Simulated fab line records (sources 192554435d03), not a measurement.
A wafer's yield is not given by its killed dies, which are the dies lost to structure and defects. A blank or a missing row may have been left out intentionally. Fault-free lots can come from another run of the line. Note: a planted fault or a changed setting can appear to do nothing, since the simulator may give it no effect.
Matching of chambers    flow n5 finfet    N5_BEOL_M10_DESCUM_33 on rie diel-01: 4 sister chambers
The step chemistry O2, time 7.9 s. 8 wafers are shown with their chamber, then 9 later ones without.

## EACH WAFER AND ITS CHAMBER
wafer   chamber  drypump motor current A (A)  throttle valve pct (%)
L084.4  3        5.6                          20.90
L086.3  0        5.9                          20.97
L086.4  1        5.8                          20.41
L085.1  1        5.8                          20.43
L085.5  3        5.6                          20.92
L091.1  2        6.4                          20.12
L091.4  0        5.9                          20.62
L091.5  2        6.5                          20.12

## WAFERS WITHOUT THEIR CHAMBER
wafer   drypump motor current A (A)  throttle valve pct (%)
L092.1  6.5                          20.13
L092.2  5.8                          20.46
L092.4  5.6                          20.93
L094.4  5.9                          20.63
L094.5  5.6                          20.95
L094.6  5.9                          20.64
L097.3  5.6                          20.95
L097.4  6.4                          20.15
L097.6  5.8                          20.46

## WHICH CHAMBER EACH ONE RAN IN
wafer   from the rows above      in truth
L092.1  2                        2
L092.2  1                        1
L092.4  3                        3
L094.4  can't be placed: 0 or 1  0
L094.5  3                        3
L094.6  0                        0
L097.3  3                        3
L097.4  2                        2
L097.6  1                        1
Placed correctly: 8 of 9. From these rows, 1 cannot be placed; in 1 the true chamber is one of the candidates. 0 placed wrongly.
How it was worked out, from the rows above alone: a wafer's distance from a chamber is the root of the sum, over the readings, of the square of ((its reading less the chamber's mean) divided by the reading's scatter). The wafer belongs to the nearest chamber; if the next one is less than 2 further off, it can't be placed. The mean given for a chamber averages the wafers shown for that chamber. The scatter: the root of (the sum of the squares of (reading less its chamber's mean) over the shown wafers, divided by (wafers less chambers)).
